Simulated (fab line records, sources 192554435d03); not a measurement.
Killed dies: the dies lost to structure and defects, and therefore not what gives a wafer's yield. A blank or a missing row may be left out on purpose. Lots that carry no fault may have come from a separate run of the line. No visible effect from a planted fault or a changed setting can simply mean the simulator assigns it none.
2 desks, one fault / flow n5_finfet / each desk holds nothing but its own numbers, with what lay behind them at the end

== THE TOOL OWNER'S DESK: pecvd-01 ==
The tool's own readings at N5_BEOL_M6_PECVD_70 (deposits SiO2 from TEOS/O2, target thk 20 nm, time 22.7 s): means of the sampled wafers that have a number, for each lot that ran on this tool. A lot is out of limits, marked OUT, if its mean lies more than 4 standard deviations from the usual mean; the brackets give that distance.
Columns: A = heater_power_w at N5_BEOL_M6_PECVD_70, usual 711 W; B = showerhead_plenum_p_Torr at N5_BEOL_M6_PECVD_70, usual 8.79 Torr; C = susceptor_temp_C at N5_BEOL_M6_PECVD_70, usual 399.99 C; D = throttle_valve_pct at N5_BEOL_M6_PECVD_70, usual 22.6 %
lot=L853; first seen here=day 10 09:22; A=756; B=8.76; C=400.02; D=22.4
lot=L857; first seen here=day 10 21:34; A=750; B=8.78; C=400.04; D=22.1
lot=L863; first seen here=day 12 19:50; A=752; B=8.77; C=410.28 (+49) OUT; D=22.5
lot=L872; first seen here=day 15 10:25; A=844; B=8.80; C=399.82; D=22.2
This desk's verdict: out of limits on L863, starting with L863 at day 12 19:50 (susceptor_temp_C at N5_BEOL_M6_PECVD_70). Within limits: L853, L857, L872.

== FROM THE METROLOGY DESK ==
What the gauges read, lot by lot, whatever tool the lot ran on: means of the sampled wafers that have a number. A lot is out of limits, marked OUT, if its mean lies more than 4 standard deviations from the usual mean; the brackets give that distance.
Columns: A = M5_RS at N5_BEOL_M5_RS_MEAS_57, usual 0.390 ohm/sq; B = cd_nm at N5_BEOL_M6_CD_MEAS_11, usual 38.5 nm
lot=L855; first seen here=day 10 02:26; A=0.396; B=38.0
lot=L853; first seen here=day 10 08:40; A=0.392; B=38.4
lot=L857; first seen here=day 10 20:53; A=0.393; B=37.9
lot=L858; first seen here=day 11 08:52; A=0.387; B=38.4
lot=L863; first seen here=day 12 19:10; A=0.382; B=38.3
lot=L865; first seen here=day 12 19:52; A=0.398; B=39.3
lot=L866; first seen here=day 13 01:01; A=0.391; B=38.4
lot=L864; first seen here=day 13 04:44; A=0.384; B=38.5
lot=L870; first seen here=day 14 02:03; A=0.386; B=38.7
lot=L872; first seen here=day 15 09:44; A=0.398; B=38.0
lot=L873; first seen here=day 16 09:47; A=0.385; B=38.3
Result from this desk: across the 11 lots, nothing is out of limits.

== ALL TOGETHER ==
The tool owner's desk could have raised an alarm at day 12 19:50, on L863.
From the metrology desk's view, nothing was out of limits.
The metrology desk has L863 on record, within its limits.
Of the lots named, all ran N5_BEOL_M6_PECVD_70 on pecvd-01.

== WHAT THE SIMULATOR HAD PUT IN ==
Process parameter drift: pecvd-01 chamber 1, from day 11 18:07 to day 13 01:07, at N5_BEOL_M6_PECVD_70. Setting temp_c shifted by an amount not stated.
Struck lots among those shown: L863.
How many hours passed from the start of the fault until each desk's first out-of-limits reading: the tool owner's desk, 26.
